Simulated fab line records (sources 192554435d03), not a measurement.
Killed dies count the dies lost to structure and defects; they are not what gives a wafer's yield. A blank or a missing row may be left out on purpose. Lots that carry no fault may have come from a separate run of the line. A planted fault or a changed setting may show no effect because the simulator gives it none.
8D (eight disciplines) problem report, filled in by code	flow n5_finfet	the parts of the form that need people (team, actions taken, sign-off) are left out

## 1. WHAT WENT WRONG
RS_SD_N at N5_SD_ACTIVATION_RS_MEAS_03 reads a mean of 24.70 ohm/sq on 6 wafers of 2 lots; wafers without a fault read 21.82 ohm/sq with a standard deviation of 0.25. That is +12 standard deviations from the usual mean.
The step: measures by four-point-probe.
First seen on wafer L574.3, day 6 00:49, on film_metro-01. Wafers with a number at this step in the record: 26, from 9 lots. Rule for "out" (also "out of limits"): further than 4 standard deviations from the usual mean. The other wafers with a number count as sound.

## 2. WHAT THIS IS AND IS NOT
question	is	is not
which readings at this step	RS_SD_N	RS_SD_P
which lots	L574, L577	L564, L567, L569, L570, L580, L582, L584
which wafers of those lots	all that have a number	-
read on which gauges	film_metro-01	film_metro-02
when	from day 6 00:49	up to then (11 sound wafers); but 9 sound wafers of L580, L582, L584 came after

## 3. THE SUSPECTS, EACH WITH WHAT RULES IT OUT
Counting: a tool at any process step up to the reading remains a suspect when it ran all the lots that are out and ran no sound lot after the first of those.
- the gauge at N5_SD_ACTIVATION_RS_MEAS_03 is ruled out. All the wafers that are out were read on film_metro-01, but those of them that N5_SD_ACTIVATION_LSA_01 has rows for are out there too, on other tools.
- rie_diel-05 at N5_SD_EPI_P_ETCH_16 (etches SiO2 in CHF3/O2, target depth 5 nm): ruled out as a lasting fault. The sound lots L580, L582, L584 went through it after L574, its earliest lot that is out (day 5 21:14).
- laser_anneal-01 at N5_SD_ACTIVATION_LSA_01 (time 0.0008 s): kept. It ran every lot that is out, first L574 (day 6 00:38), and no sound lot after that; its last sound lot up to then is L570 (day 5 02:47). Out on those wafers are its own readings of wafer_temp_C_max.
The count leaves laser_anneal-01 at N5_SD_ACTIVATION_LSA_01.

## 4. THE CAUSE (what the simulator had put in)
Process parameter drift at N5_SD_ACTIVATION_LSA_01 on laser_anneal-01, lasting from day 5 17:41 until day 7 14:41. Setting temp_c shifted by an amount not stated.
The count eliminated every tool but this one.

## 5. THE CHAIN OF EFFECTS, in route order
Rows list readings where the struck wafers' mean (over those with a number) sits beyond 3 standard deviations from the usual. Only readings for which the record gives a usual standard deviation are gone through. hours: the time from each lot's start at the first step in this table that gives one to its start at this step, as a median over the lots. sigmas: the change in usual standard deviations.
hours	step	reading	usual	on struck wafers	change	sigmas
0	N5_SD_ACTIVATION_LSA_01	wafer_temp_C_max	1085.2	1059.4	-25.8	-20
0	N5_SD_ACTIVATION_RS_MEAS_03	RS_SD_N	21.82 ohm/sq	24.70	+2.88	+12
113	N5_BEOL_M4_RC_MEAS_101	RC_DENSE_N	19.1 ohm.um	21.3	+2.2	+5.4
113	N5_BEOL_M4_RC_MEAS_101	RC_N	15.5 ohm.um	17.4	+1.9	+5.8
113	N5_BEOL_M4_RC_MEAS_101	REXT_N	75.1 ohm.um	80.9	+5.8	+3.9
113	N5_BEOL_M4_RC_MEAS_101	RS_SD_N	28.3 ohm/sq	31.5	+3.2	+8.8
It contains these process steps:
- N5_SD_ACTIVATION_LSA_01: time 0.0008 s.

## 6. WHAT WOULD HAVE CAUGHT IT SOONER
Counted from the fault's start at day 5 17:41, it took 7 hours until the first out-of-limits reading at a measuring or inspecting step in this record, taken at day 6 00:49.
Tool's own readings at N5_SD_ACTIVATION_LSA_01, wafer_temp_C_max: out on all struck wafers the step has rows for; an alarm limit on them would have tripped on the first.
Of the lots that are out (2), L577 began N5_SD_ACTIVATION_LSA_01 on laser_anneal-01 after day 6 00:49. Putting the tool on hold at that point would have spared it.
